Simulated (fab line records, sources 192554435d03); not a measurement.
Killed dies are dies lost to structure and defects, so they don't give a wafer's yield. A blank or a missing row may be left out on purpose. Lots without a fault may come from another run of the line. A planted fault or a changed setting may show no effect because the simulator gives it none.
Which tool did it? | flow n5_finfet | 11 lots, 33 wafers sampled, at 3 steps of a route of 1938

WHAT THE GAUGES READ, wafer by wafer
N5_BEOL_M14_INSPECT_12: inspects for defects (macro). Usual: raw_defect_count 2.1, standard deviation 1.2.
lot  | measured     | on                | raw_defect_count | flag
L237 | day 11 18:11 | defect_inspect-01 | 0 3 3            |
L240 | day 12 16:53 | defect_inspect-01 | 1 3 3            |
L243 | day 12 18:26 | defect_inspect-01 | 4 2 2            |
L242 | day 12 19:48 | defect_inspect-01 | 1 3 0            |
L247 | day 14 03:10 | defect_inspect-02 | 1 2 1            |
L249 | day 15 07:20 | defect_inspect-02 | 2 2 1            |
L251 | day 15 09:30 | defect_inspect-02 | 1 2 1            |
L255 | day 16 00:42 | defect_inspect-02 | 3 0 3            |
L257 | day 16 23:31 | defect_inspect-02 | 1 2 0            |
L259 | day 17 11:16 | defect_inspect-01 | 3 4 1            |
L260 | day 18 04:44 | defect_inspect-01 | 0 1 3            |

N5_BEOL_M14_OCD_MEAS_35. Usual: trench_depth_nm 556 nm, standard deviation 14.
lot  | measured     | on     | trench_depth_nm (nm) | flag
L237 | day 11 19:41 | ocd-01 | 549 565 576          |
L240 | day 12 19:37 | ocd-01 | 570 555 572          |
L243 | day 12 22:32 | ocd-02 | 547 566 542          |
L242 | day 13 00:07 | ocd-01 | 548 567 547          |
L247 | day 14 04:49 | ocd-01 | 564 583 568          |
L249 | day 15 08:50 | ocd-02 | 558 575 557          |
L251 | day 15 11:34 | ocd-02 | 576 566 545          |
L255 | day 16 02:13 | ocd-01 | 541 563 538          |
L257 | day 17 01:01 | ocd-01 | 543 544 566          |
L259 | day 17 12:53 | ocd-02 | 538 540 550          |
L260 | day 18 06:32 | ocd-02 | 540 545 545          |

WHICH TOOL RAN EACH LOT (tool, then ch and the chambers of the sampled wafers, then the start)
lot  | N5_BEOL_M14_ETCH_67
L237 | rie_diel-01 ch 0,2,3, day 11 19:07
L240 | rie_diel-06 ch 2,3, day 12 19:02
L243 | rie_diel-06 ch 0,3, day 12 21:57
L242 | rie_diel-06 ch 2,3, day 12 23:33
L247 | rie_diel-01 ch 0,3, day 14 04:15
L249 | rie_diel-05 ch 2,3, day 15 08:16
L251 | rie_diel-01 ch 0,1,3, day 15 11:00
L255 | rie_diel-06 ch 0,3, day 16 01:39
L257 | rie_diel-06 ch 1,2,3, day 17 00:27
L259 | rie_diel-06 ch 1,2,3, day 17 12:19
L260 | rie_diel-06 ch 0,1, day 18 05:57
- N5_BEOL_M14_ETCH_67: etches SiARC in CF4, target depth 143 nm, time 238.3 s.

WHAT THE TOOLS THEMSELVES READ (means of the sampled wafers that have a number; where no wafer has one, the mark that the record gives instead)
N5_BEOL_M14_ETCH_67. Usual: drypump_motor_current_A 5.7 A, standard deviation 0.6; etch_rf_on_time_s 237 s, standard deviation 5.4; oes_product_au 0.67 a.u., standard deviation 0.075; rf_vpp_V 183.9 V, standard deviation 1.2; showerhead_plenum_p_Torr 2.12 Torr, standard deviation 0.075; throttle_valve_pct 15.54 %, standard deviation 0.26.
lot  | tool        | drypump_motor_current_A (A) | etch_rf_on_time_s (s) | oes_product_au (a.u.) | rf_vpp_V (V) | showerhead_plenum_p_Torr (Torr) | throttle_valve_pct (%) | flag
L237 | rie_diel-01 | 6.3                         | 235                   | 0.74                  | 185.5        | 2.19                            | 15.35                  |
L240 | rie_diel-06 | 4.9                         | 236                   | 0.64                  | 183.1        | 2.05                            | 15.48                  |
L243 | rie_diel-06 | 5.9                         | 239                   | 0.61                  | 182.9        | 2.05                            | 15.77                  |
L242 | rie_diel-06 | 5.1                         | 239                   | 0.66                  | 182.7        | 2.06                            | 15.41                  |
L247 | rie_diel-01 | 6.1                         | 233                   | 0.76                  | 185.1        | 2.23                            | 15.22                  |
L249 | rie_diel-05 | 6.0                         | 234                   | 0.71                  | 184.7        | 2.19                            | 15.58                  |
L251 | rie_diel-01 | 5.8                         | 252                   | 0.69                  | 185.4        | 2.17                            | 15.50                  |
L255 | rie_diel-06 | 5.9                         | 239                   | 0.59                  | 183.1        | 2.04                            | 15.82                  |
L257 | rie_diel-06 | 5.3                         | 239                   | 0.65                  | 184.1        | 2.08                            | 15.45                  |
L259 | rie_diel-06 | 5.3                         | 239                   | 0.65                  | 182.7        | 2.08                            | 15.46                  |
L260 | rie_diel-06 | 6.2                         | 240                   | 0.62                  | 183.6        | 2.07                            | 15.76                  |

THE ANSWER, worked out from the rows above alone
Rule: a lot is off if the mean of its wafers that have a number lies more than 3 standard deviations from the usual mean. A lot without any number at a reading at which 4 lots or more have one is off too. The other lots that the step has rows for count as sound. The gauges are gone through in route order, then the tools' own readings, and for those a lot's mean is taken as printed above. The first step at which some lot is off is used, and at that step the reading that is off furthest; a lot without a number counts as furthest.
No lot is off at any reading shown: from this, nothing can be told.

WHAT THE SIMULATOR HAD PUT IN
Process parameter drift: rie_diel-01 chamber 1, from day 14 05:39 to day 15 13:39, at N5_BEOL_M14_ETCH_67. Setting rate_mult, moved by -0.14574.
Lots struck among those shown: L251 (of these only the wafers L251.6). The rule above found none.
